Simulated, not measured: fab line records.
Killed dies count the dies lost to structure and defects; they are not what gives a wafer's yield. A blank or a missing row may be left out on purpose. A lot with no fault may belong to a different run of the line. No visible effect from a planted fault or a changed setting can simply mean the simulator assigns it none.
A single fault, viewed from 3 desks + flow nand harc + each desk has only its own numbers; what lay behind them comes last

## METROLOGY DESK
Lot by lot, what the gauges showed, no matter which tool ran the lot: averages of those sampled wafers that carry a number. The brackets show how far a lot's mean lies from the usual mean; more than 4 standard deviations puts the lot out of limits, marked OUT.
Columns: A = thk nm at NHARC_A_DECK1_JOINT_THK_MEAS_14, usual 51.2 nm
| lot  | first seen here | A    |
|------|-----------------|------|
| L718 | day 12 02:55    | 51.8 |
| L723 | day 14 16:08    | 52.5 |
| L732 | day 17 21:44    | 51.7 |
| L734 | day 18 15:40    | 52.6 |
| L737 | day 20 04:23    | 51.7 |
This desk found nothing out of limits on any of the 5 lots.

## DESK OF THE TOOL OWNER: cmp-04
The tool's own readings at NHARC_A_DECK1_JOINT_CMP_13 (polishes, target thk 51.023 nm): means of the sampled wafers that have a number, for each lot that ran on this tool. The brackets show how far a lot's mean lies from the usual mean; more than 4 standard deviations puts the lot out of limits, marked OUT.
Columns: A = edge zone pressure frac at NHARC_A_DECK1_JOINT_CMP_13, usual 1.000; B = motor current A at NHARC_A_DECK1_JOINT_CMP_13, usual 12.6 A; C = pad life wafers at NHARC_A_DECK1_JOINT_CMP_13, usual 186; D = slurry flow ml min at NHARC_A_DECK1_JOINT_CMP_13, usual 150.0; E = time to endpoint s at NHARC_A_DECK1_JOINT_CMP_13, usual 9.5 s
| lot  | first seen here | A     | B    | C   | D     | E    |
|------|-----------------|-------|------|-----|-------|------|
| L723 | day 14 15:53    | 1.003 | 14.9 | 72  | 150.1 | 18.9 |
| L737 | day 20 04:08    | 0.999 | 13.9 | 169 | 149.8 | 7.2  |
This desk found nothing out of limits on any of the 2 lots.

## THE DEFECT DESK
Counts from the inspections along the route, per lot, as means over the sampled wafers that have a number. The brackets show how far a lot's mean lies from the usual mean; more than 4 standard deviations puts the lot out of limits, marked OUT.
Columns: A = raw defect count at NHARC_A_CHANNEL_FILL_D1_INSPECT_13, usual 355
| lot  | first seen here | A   |
|------|-----------------|-----|
| L718 | day 11 16:22    | 263 |
| L723 | day 14 05:42    | 472 |
| L732 | day 17 11:10    | 432 |
| L734 | day 18 05:13    | 329 |
| L737 | day 19 17:04    | 395 |
This desk found nothing out of limits on any of the 5 lots.

## TAKEN TOGETHER
Metrology desk: nothing out of limits seen.
The desk of the tool owner found nothing out of limits.
The defect desk saw nothing out of limits.

## WHAT THE SIMULATOR HAD INSERTED
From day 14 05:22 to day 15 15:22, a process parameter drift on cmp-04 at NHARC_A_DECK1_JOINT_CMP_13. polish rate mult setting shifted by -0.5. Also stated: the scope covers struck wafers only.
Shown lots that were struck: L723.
